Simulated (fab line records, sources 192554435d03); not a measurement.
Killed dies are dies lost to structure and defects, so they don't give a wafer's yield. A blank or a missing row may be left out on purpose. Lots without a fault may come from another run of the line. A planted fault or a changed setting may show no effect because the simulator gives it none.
Chamber matching | flow n5_finfet | N5_BEOL_M6_DESCUM_16 on rie_diel-05: 4 sister chambers
The step chemistry O2, time 7.9 s. 27 wafers are shown with their chamber, then 12 later ones without.

WAFERS WITH THEIR CHAMBER
wafer  | chamber | drypump_motor_current_A (A) | showerhead_plenum_p_Torr (Torr) | throttle_valve_pct (%)
L074.2 | 0       | 5.6                         | 2.22                            | 20.28
L074.3 | 3       | 5.7                         | 2.09                            | 20.44
L074.4 | 0       | 5.6                         | 2.22                            | 20.28
L076.1 | 2       | 5.8                         | 2.15                            | 19.93
L076.2 | 0       | 5.6                         | 2.22                            | 20.28
L076.4 | 2       | 5.8                         | 2.15                            | 19.95
L075.3 | 1       | 5.4                         | 2.06                            | 20.35
L075.4 | 3       | 5.7                         | 2.09                            | 20.44
L075.5 | 0       | 5.6                         | 2.21                            | 20.31
L081.2 | 3       | 5.7                         | 2.08                            | 20.46
L081.4 | 1       | 5.4                         | 2.06                            | 20.35
L081.5 | 2       | 5.8                         | 2.14                            | 19.96
L082.4 | 2       | 5.8                         | 2.14                            | 19.97
L082.5 | 2       | 5.8                         | 2.14                            | 19.96
L082.6 | 3       | 5.7                         | 2.08                            | 20.44
L084.3 | 2       | 5.7                         | 2.14                            | 19.99
L084.5 | 0       | 5.6                         | 2.21                            | 20.31
L084.6 | 1       | 5.4                         | 2.06                            | 20.37
L087.1 | 0       | 5.6                         | 2.21                            | 20.34
L087.3 | 2       | 5.8                         | 2.14                            | 19.99
L087.4 | 3       | 5.7                         | 2.08                            | 20.50
L088.1 | 3       | 5.7                         | 2.08                            | 20.48
L088.4 | 1       | 5.4                         | 2.05                            | 20.39
L088.5 | 1       | 5.4                         | 2.05                            | 20.38
L091.2 | 1       | 5.4                         | 2.05                            | 20.41
L091.3 | 3       | 5.7                         | 2.08                            | 20.48
L091.6 | 2       | 5.8                         | 2.14                            | 20.00

SIGNATURES (means of the wafers above)
reading                  | chamber 0 | chamber 1 | chamber 2 | chamber 3 | scatter within a chamber
drypump_motor_current_A  | 5.600     | 5.400     | 5.787     | 5.700     | 0.0195
showerhead_plenum_p_Torr | 2.2150    | 2.0550    | 2.1425    | 2.0829    | 0.00508
throttle_valve_pct       | 20.3000   | 20.3750   | 19.9688   | 20.4629   | 0.0239
Rule: a wafer's distance from a chamber is the root of the sum, over the readings, of the square of ((its reading less the chamber's mean) divided by the reading's scatter). The wafer belongs to the nearest chamber; if the next one is less than 2 further off, it can't be placed. The scatter: the root of (the sum of the squares of (reading less its chamber's mean) over the shown wafers, divided by (wafers less chambers)).

WAFERS WITHOUT THEIR CHAMBER
wafer  | drypump_motor_current_A (A) | showerhead_plenum_p_Torr (Torr) | throttle_valve_pct (%)
L089.3 | 5.4                         | 2.05                            | 20.39
L089.5 | 5.4                         | 2.05                            | 20.39
L089.6 | 5.7                         | 2.14                            | 19.99
L094.1 | 5.4                         | 2.05                            | 20.40
L094.2 | 5.7                         | 2.08                            | 20.50
L094.4 | 5.6                         | 2.20                            | 20.35
L096.3 | 5.6                         | 2.20                            | 20.37
L096.5 | 5.8                         | 2.13                            | 20.02
L096.6 | 5.4                         | 2.05                            | 20.41
L097.1 | 5.6                         | 2.20                            | 20.36
L097.4 | 5.4                         | 2.05                            | 20.42
L097.5 | 5.7                         | 2.07                            | 20.07

WHICH CHAMBER EACH WENT THROUGH
wafer  | from the rows above     | in truth
L089.3 | 1                       | 1
L089.5 | 1                       | 1
L089.6 | 2                       | 2
L094.1 | 1                       | 1
L094.2 | 3                       | 3
L094.4 | 0                       | 0
L096.3 | 0                       | 0
L096.5 | 2                       | 2
L096.6 | 1                       | 1
L097.1 | 0                       | 0
L097.4 | 1                       | 1
L097.5 | can't be placed: 2 or 3 | 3
Placed correctly: 11 of 12. Can't be placed from these rows: 1 (the true chamber is among the candidates in 1). Placed wrongly: 0.
